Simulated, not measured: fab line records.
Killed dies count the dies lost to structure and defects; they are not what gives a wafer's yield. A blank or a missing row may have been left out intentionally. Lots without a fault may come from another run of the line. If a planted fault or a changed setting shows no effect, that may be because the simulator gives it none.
Shared-tool check ; flow nand harc ; 3 lots and 6 wafers in the sample

REASON IT WAS OPENED
At NHARC_END_SORT_01 the reading killed at array is flagged on 2 of 3 lots. Fault-free wafers read 63, with a standard deviation of 18.
Rule: a lot gets a flag if all its wafers with a number sit over 4 standard deviations from that mean, or if no wafer of it has a number. As for the other lots, they are considered sound.

lot;measured;on;killed at array, wafer by wafer;flag
L371;day 32 17:50;prober-01;68;
L375;day 33 07:05;prober-02;670 673;FLAGGED
L376;day 33 07:53;prober-01;676 675 677;FLAGGED
The mean of the flagged lots' numbers is 674, +611 from the usual (+34 standard deviations).

EACH LOT AND THE TOOL IT RAN ON
Before the reading, the record contains 3 process steps out of a 1302-step route. Read each cell as the tool, then ch plus the chambers that the sampled wafers visited, then the start.
lot;flag;NHARC_A_CHANNEL_FILL_D1_ALD_15;NHARC_A_DECK1_JOINT_CMP_13;NHARC_A_DECK1_JOINT_CVD_34
L371;;ald sin batch-02 ch 0, day 16 20:29 or earlier;cmp-03 ch 0,1,3, day 17 06:50;lpcvd-01 ch 0, day 17 10:34
L375;FLAGGED;ald sin batch-02 ch 0, day 18 14:24 or earlier;cmp-03 ch 0, day 19 01:15;lpcvd-01 ch 1, day 19 04:59
L376;FLAGGED;ald sin batch-02 ch 0, day 18 23:35 or earlier;cmp-04 ch 0,2,3, day 19 09:56;lpcvd-01 ch 1, day 19 13:42
What the steps here do:
- NHARC_A_CHANNEL_FILL_D1_ALD_15: deposits SiNx, target thk 2 nm, pulse time 60 s, ald cycles 19.
- NHARC_A_DECK1_JOINT_CMP_13: polishes, target thk 51.023 nm.
- NHARC_A_DECK1_JOINT_CVD_34: deposits SiNx, target thk 20 nm.
- NHARC_END_SORT_01

FLAGGED OVER TOTAL, TOOL BY TOOL (the gauges that took the reading come last)
step;tool;lots run;flagged;share of the flagged lots;sound lots run after its first flagged lot
NHARC_A_CHANNEL_FILL_D1_ALD_15;ald sin batch-02;3;2;all;0
NHARC_A_DECK1_JOINT_CMP_13;cmp-03;2;1;some;0
NHARC_A_DECK1_JOINT_CMP_13;cmp-04;1;1;some;0
NHARC_A_DECK1_JOINT_CVD_34;lpcvd-01;3;2;all;0
NHARC_END_SORT_01;prober-01;2;1;some;0
NHARC_END_SORT_01;prober-02;1;1;some;0
NHARC_A_CHANNEL_FILL_D1_ALD_15: start missing for some lots; hours and lot order therefore follow NHARC_A_CHANNEL_FILL_D1_INSPECT_13.

THE TABLE: WHAT IT ALLOWS
In 2 table rows, all flagged lots were run: ald sin batch-02 (NHARC_A_CHANNEL_FILL_D1_ALD_15), lpcvd-01 (NHARC_A_DECK1_JOINT_CVD_34).
- ald sin batch-02 at NHARC_A_CHANNEL_FILL_D1_ALD_15 ran 3 lots, 2 of them flagged. It ran its last sound lot, L371, at day 16 20:29 and its first flagged lot, L375, at day 18 14:24: a fault with its onset between the two fits.
- lpcvd-01 at NHARC_A_DECK1_JOINT_CVD_34 ran 3 lots, 2 of them flagged. It ran its last sound lot, L371, at day 17 10:34 and its first flagged lot, L375, at day 19 04:59: a fault with its onset between the two fits. On the flagged lots its readings are blank where sound lots have values: pressure mtorr, spike tc bottom C, spike tc centre C.
Because each of these 2 tools fits a fault that began at some hour, counting lots does not separate them. More lots, or a look at what each step does to the wafer, might.

WHAT HAD BEEN PUT IN BY THE SIMULATOR
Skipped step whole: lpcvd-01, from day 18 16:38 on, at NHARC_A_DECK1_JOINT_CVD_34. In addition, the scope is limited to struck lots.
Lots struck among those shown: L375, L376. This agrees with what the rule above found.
